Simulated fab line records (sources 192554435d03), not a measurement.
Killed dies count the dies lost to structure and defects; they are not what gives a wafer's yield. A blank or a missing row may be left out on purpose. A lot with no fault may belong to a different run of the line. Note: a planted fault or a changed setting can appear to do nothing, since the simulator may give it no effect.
Chamber matching | flow n5 finfet | N5_ILD0_CMP_07 on cmp-03: 4 sister chambers
The step polishes SiO2 flowable, stops on poly-Si, t overpolish 1.18 s, target thk 138.88 nm. 4 wafers are shown with their chamber, then 11 later ones without.

WAFERS PAIRED WITH THEIR CHAMBERS
wafer  | chamber | motor current A (A)
L085.1 | 1       | 16.4
L085.3 | 0       | 12.7
L085.6 | 2       | 11.3
L092.2 | 3       | 11.4

WAFERS WHOSE CHAMBER IS MISSING
wafer  | motor current A (A)
L092.3 | 15.6
L092.4 | 11.2
L094.2 | 16.0
L094.3 | 11.6
L094.5 | 12.4
L095.4 | 16.5
L095.5 | 11.9
L095.6 | 11.0
L096.2 | 12.9
L096.3 | 15.7
L096.6 | 12.3

WHICH CHAMBER EACH WENT THROUGH
wafer  | from the rows above          | in truth
L092.3 | 1                            | 1
L092.4 | can't be placed: 2 or 3      | 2
L094.2 | 1                            | 1
L094.3 | can't be placed: 3 or 2      | 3
L094.5 | can't be placed: 0 or 3 or 2 | 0
L095.4 | 1                            | 1
L095.5 | can't be placed: 3 or 2 or 0 | 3
L095.6 | can't be placed: 2 or 3      | 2
L096.2 | 0                            | 0
L096.3 | 1                            | 1
L096.6 | can't be placed: 0 or 3 or 2 | 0
Correctly placed: 5 of 11. Can't be placed from these rows: 6 (the true chamber is among the candidates in 6). Number placed wrongly: 0.
How it was worked out, from the rows above alone: a wafer's distance from a chamber is the root of the sum, over the readings, of the square of ((its reading less the chamber's mean) divided by the reading's scatter). The wafer belongs to the nearest chamber; if the next one is less than 2 further off, it can't be placed. A chamber's mean is the mean of its shown wafers. The scatter (one wafer shown for each chamber): square how far every hidden wafer sits from the nearest shown wafer, average those squares and take the square root.
